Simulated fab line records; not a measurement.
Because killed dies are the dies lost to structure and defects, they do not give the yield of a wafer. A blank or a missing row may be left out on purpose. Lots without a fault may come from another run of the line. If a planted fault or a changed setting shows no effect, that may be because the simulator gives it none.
Chamber matching || flow n5 finfet || rie diel-05 running N5_STI_FIN_REVEAL_STRIP_24: 4 sister chambers
The step strips in N2/H2, time 90 s. 18 wafers are shown with their chamber, then 9 later ones without.

WAFERS PAIRED WITH THEIR CHAMBERS
{"wafer": "L075.3", "chamber": 1, "showerhead plenum p Torr (Torr)": 3.36, "throttle valve pct (%)": 12.51, "oes product au (a.u.)": 0.70}
{"wafer": "L075.4", "chamber": 3, "showerhead plenum p Torr (Torr)": 3.35, "throttle valve pct (%)": 11.96, "oes product au (a.u.)": 0.74}
{"wafer": "L075.5", "chamber": 2, "showerhead plenum p Torr (Torr)": 3.51, "throttle valve pct (%)": 11.79, "oes product au (a.u.)": 0.74}
{"wafer": "L077.1", "chamber": 1, "showerhead plenum p Torr (Torr)": 3.35, "throttle valve pct (%)": 12.53, "oes product au (a.u.)": 0.70}
{"wafer": "L077.4", "chamber": 2, "showerhead plenum p Torr (Torr)": 3.50, "throttle valve pct (%)": 11.79, "oes product au (a.u.)": 0.73}
{"wafer": "L077.6", "chamber": 1, "showerhead plenum p Torr (Torr)": 3.35, "throttle valve pct (%)": 12.52, "oes product au (a.u.)": 0.70}
{"wafer": "L079.1", "chamber": 2, "showerhead plenum p Torr (Torr)": 3.50, "throttle valve pct (%)": 11.83, "oes product au (a.u.)": 0.73}
{"wafer": "L079.2", "chamber": 0, "showerhead plenum p Torr (Torr)": 3.61, "throttle valve pct (%)": 11.97, "oes product au (a.u.)": 0.96}
{"wafer": "L079.6", "chamber": 2, "showerhead plenum p Torr (Torr)": 3.50, "throttle valve pct (%)": 11.82, "oes product au (a.u.)": 0.74}
{"wafer": "L081.2", "chamber": 1, "showerhead plenum p Torr (Torr)": 3.35, "throttle valve pct (%)": 12.54, "oes product au (a.u.)": 0.69}
{"wafer": "L081.4", "chamber": 3, "showerhead plenum p Torr (Torr)": 3.34, "throttle valve pct (%)": 11.97, "oes product au (a.u.)": 0.74}
{"wafer": "L081.5", "chamber": 2, "showerhead plenum p Torr (Torr)": 3.50, "throttle valve pct (%)": 11.83, "oes product au (a.u.)": 0.73}
{"wafer": "L082.4", "chamber": 2, "showerhead plenum p Torr (Torr)": 3.50, "throttle valve pct (%)": 11.83, "oes product au (a.u.)": 0.73}
{"wafer": "L082.5", "chamber": 2, "showerhead plenum p Torr (Torr)": 3.50, "throttle valve pct (%)": 11.84, "oes product au (a.u.)": 0.73}
{"wafer": "L082.6", "chamber": 1, "showerhead plenum p Torr (Torr)": 3.35, "throttle valve pct (%)": 12.55, "oes product au (a.u.)": 0.70}
{"wafer": "L083.1", "chamber": 3, "showerhead plenum p Torr (Torr)": 3.34, "throttle valve pct (%)": 11.99, "oes product au (a.u.)": 0.73}
{"wafer": "L083.2", "chamber": 0, "showerhead plenum p Torr (Torr)": 3.60, "throttle valve pct (%)": 12.01, "oes product au (a.u.)": 0.93}
{"wafer": "L083.6", "chamber": 2, "showerhead plenum p Torr (Torr)": 3.50, "throttle valve pct (%)": 11.83, "oes product au (a.u.)": 0.73}

SIGNATURES (means of the wafers above)
{"reading": "showerhead plenum p Torr", "chamber 0": 3.6050, "chamber 1": 3.3520, "chamber 2": 3.5012, "chamber 3": 3.3433, "scatter within a chamber": 0.00451}
{"reading": "throttle valve pct", "chamber 0": 11.9900, "chamber 1": 12.5300, "chamber 2": 11.8200, "chamber 3": 11.9733, "scatter within a chamber": 0.0186}
{"reading": "oes product au", "chamber 0": 0.9450, "chamber 1": 0.6980, "chamber 2": 0.7325, "chamber 3": 0.7367, "scatter within a chamber": 0.0073}
Rule: for a wafer and a chamber, the distance is found by dividing, reading by reading, the gap between the wafer's reading and the chamber's mean by the reading's scatter, squaring, summing and taking the root. The wafer belongs to the nearest chamber; if the next one is less than 2 further off, it can't be placed. The scatter: the root of (the sum of the squares of (reading less its chamber's mean) over the shown wafers, divided by (wafers less chambers)).

WAFERS WHOSE CHAMBER IS MISSING
{"wafer": "L086.1", "showerhead plenum p Torr (Torr)": 3.49, "throttle valve pct (%)": 11.84, "oes product au (a.u.)": 0.71}
{"wafer": "L086.2", "showerhead plenum p Torr (Torr)": 3.34, "throttle valve pct (%)": 12.01, "oes product au (a.u.)": 0.72}
{"wafer": "L086.3", "showerhead plenum p Torr (Torr)": 3.34, "throttle valve pct (%)": 12.57, "oes product au (a.u.)": 0.69}
{"wafer": "L087.1", "showerhead plenum p Torr (Torr)": 3.49, "throttle valve pct (%)": 11.87, "oes product au (a.u.)": 0.72}
{"wafer": "L087.3", "showerhead plenum p Torr (Torr)": 3.60, "throttle valve pct (%)": 12.04, "oes product au (a.u.)": 0.91}
{"wafer": "L087.4", "showerhead plenum p Torr (Torr)": 3.34, "throttle valve pct (%)": 12.56, "oes product au (a.u.)": 0.69}
{"wafer": "L091.2", "showerhead plenum p Torr (Torr)": 3.49, "throttle valve pct (%)": 11.89, "oes product au (a.u.)": 0.72}
{"wafer": "L091.3", "showerhead plenum p Torr (Torr)": 3.59, "throttle valve pct (%)": 12.07, "oes product au (a.u.)": 0.89}
{"wafer": "L091.6", "showerhead plenum p Torr (Torr)": 3.49, "throttle valve pct (%)": 11.89, "oes product au (a.u.)": 0.71}

WHICH CHAMBER EACH WENT THROUGH
{"wafer": "L086.1", "from the rows above": 2, "in truth": 2}
{"wafer": "L086.2", "from the rows above": 3, "in truth": 3}
{"wafer": "L086.3", "from the rows above": 1, "in truth": 1}
{"wafer": "L087.1", "from the rows above": 2, "in truth": 2}
{"wafer": "L087.3", "from the rows above": 0, "in truth": 0}
{"wafer": "L087.4", "from the rows above": 1, "in truth": 1}
{"wafer": "L091.2", "from the rows above": 2, "in truth": 2}
{"wafer": "L091.3", "from the rows above": 0, "in truth": 0}
{"wafer": "L091.6", "from the rows above": 2, "in truth": 2}
Correctly placed: 9 of 9. Not placeable from these rows: 0. Number placed wrongly: 0.
